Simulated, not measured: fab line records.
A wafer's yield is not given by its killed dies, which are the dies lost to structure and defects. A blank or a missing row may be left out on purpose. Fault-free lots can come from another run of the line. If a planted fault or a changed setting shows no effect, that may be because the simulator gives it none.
Chamber matching ; flow n5-finfet ; N5_BEOL_M11_STRIP_19 on rie-diel-02 has 4 sister chambers
The step strips in O2. 8 wafers are shown with their chamber, then 11 later ones without.

EACH WAFER AND ITS CHAMBER
wafer;chamber;drypump-motor-current-A (A);showerhead-plenum-p-Torr (Torr)
L081.1;2;6.2;2.06
L083.1;1;5.7;2.11
L083.2;3;6.3;2.22
L083.3;0;5.5;2.15
L090.1;1;5.7;2.11
L090.3;3;6.2;2.22
L090.6;0;5.5;2.15
L089.1;2;6.2;2.05

WAFERS WHOSE CHAMBER IS MISSING
wafer;drypump-motor-current-A (A);showerhead-plenum-p-Torr (Torr)
L089.2;5.7;2.11
L089.3;5.4;2.15
L089.4;6.2;2.22
L089.5;6.3;2.22
L089.6;6.2;2.05
L095.2;6.1;2.05
L095.4;6.2;2.05
L095.5;5.5;2.15
L097.1;6.2;2.05
L097.3;5.5;2.15
L097.4;5.7;2.11

EACH ONE'S CHAMBER
wafer;from the rows above;in truth
L089.2;1;1
L089.3;0;0
L089.4;3;3
L089.5;3;3
L089.6;2;2
L095.2;2;2
L095.4;2;2
L095.5;0;0
L097.1;2;2
L097.3;0;0
L097.4;1;1
Placed correctly: 11 of 11. Number that these rows cannot place: 0. Wrongly placed: 0.
How it was worked out, from the rows above alone: a wafer's distance from a chamber is the root of the sum, over the readings, of the square of ((its reading less the chamber's mean) divided by the reading's scatter). If the next closest chamber is less than 2 further off than the closest, the wafer can't be placed; otherwise it belongs to the closest. The mean given for a chamber averages the wafers shown for that chamber. The scatter is the square root of a quotient: the sum, over the shown wafers, of each reading's squared deviation from its chamber's mean, divided by wafers minus chambers.
